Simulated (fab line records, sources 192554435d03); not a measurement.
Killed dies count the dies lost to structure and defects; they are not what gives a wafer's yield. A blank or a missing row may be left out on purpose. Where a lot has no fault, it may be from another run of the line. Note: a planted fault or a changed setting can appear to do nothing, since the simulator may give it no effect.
Matching of chambers	flow n5 finfet	4 sister chambers for N5_ILD0_LINER_00 on ald sin-02
The step material SiNx, target thk 4 nm, pulse time 1 s, purge time 2 s. 16 wafers are shown with their chamber, then 8 later ones without.

## EACH WAFER AND ITS CHAMBER
wafer	chamber	heater power w (W)	susceptor temp C (C)	precursor pulse height rel
L078.2	3	882	399.64	0.998
L078.3	2	827	399.97	1.019
L078.6	3	879	400.06	0.978
L080.2	1	851	400.03	0.978
L080.3	0	1015	400.15	0.991
L080.6	1	813	399.95	0.999
L084.2	3	886	400.41	0.988
L084.3	0	1022	400.32	0.966
L084.6	3	866	400.30	0.990
L086.3	0	1028	400.13	1.002
L086.5	2	859	399.81	1.007
L086.6	3	858	400.03	1.027
L088.1	2	863	399.79	1.028
L088.4	0	1015	400.27	1.012
L088.5	0	1012	399.96	1.012
L089.1	3	836	399.79	1.020

SIGNATURES (averages over the wafers above)
reading	chamber 0	chamber 1	chamber 2	chamber 3	scatter within a chamber
heater power w	1018.40	832.00	849.67	867.83	16.9
susceptor temp C	400.1660	399.9900	399.8567	400.0383	0.21
precursor pulse height rel	0.99660	0.98850	1.01800	1.00017	0.0177
Rule: for each reading, subtract the chamber's mean from the wafer's reading, divide by that reading's scatter and square the result; add these up over the readings and take the root, which gives the wafer's distance from the chamber. The wafer belongs to the nearest chamber; if the next one is less than 2 further off, it can't be placed. How the scatter is found: for the shown wafers, subtract from each reading the mean of its chamber, square and add these, divide the total by (wafers less chambers), then take the root.

## WAFERS WITH NO CHAMBER GIVEN
wafer	heater power w (W)	susceptor temp C (C)	precursor pulse height rel
L089.2	880	399.95	1.014
L089.6	873	400.44	1.017
L092.1	861	400.27	0.979
L092.2	849	400.26	0.970
L092.5	1015	399.80	0.995
L094.1	996	399.94	0.991
L094.2	861	399.87	0.991
L094.4	862	399.81	0.999

## EACH ONE'S CHAMBER
wafer	from the rows above	in truth
L089.2	can't be placed: 3 or 2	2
L089.6	can't be placed: 3 or 2 or 1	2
L092.1	can't be placed: 3 or 1 or 2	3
L092.2	can't be placed: 1 or 3 or 2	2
L092.5	0	0
L094.1	0	0
L094.2	can't be placed: 3 or 2 or 1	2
L094.4	can't be placed: 3 or 2 or 1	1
Correct placement for 2 of the 8. These rows do not allow placing 6 (true chamber among the candidates in 6). Wrongly placed: 0.
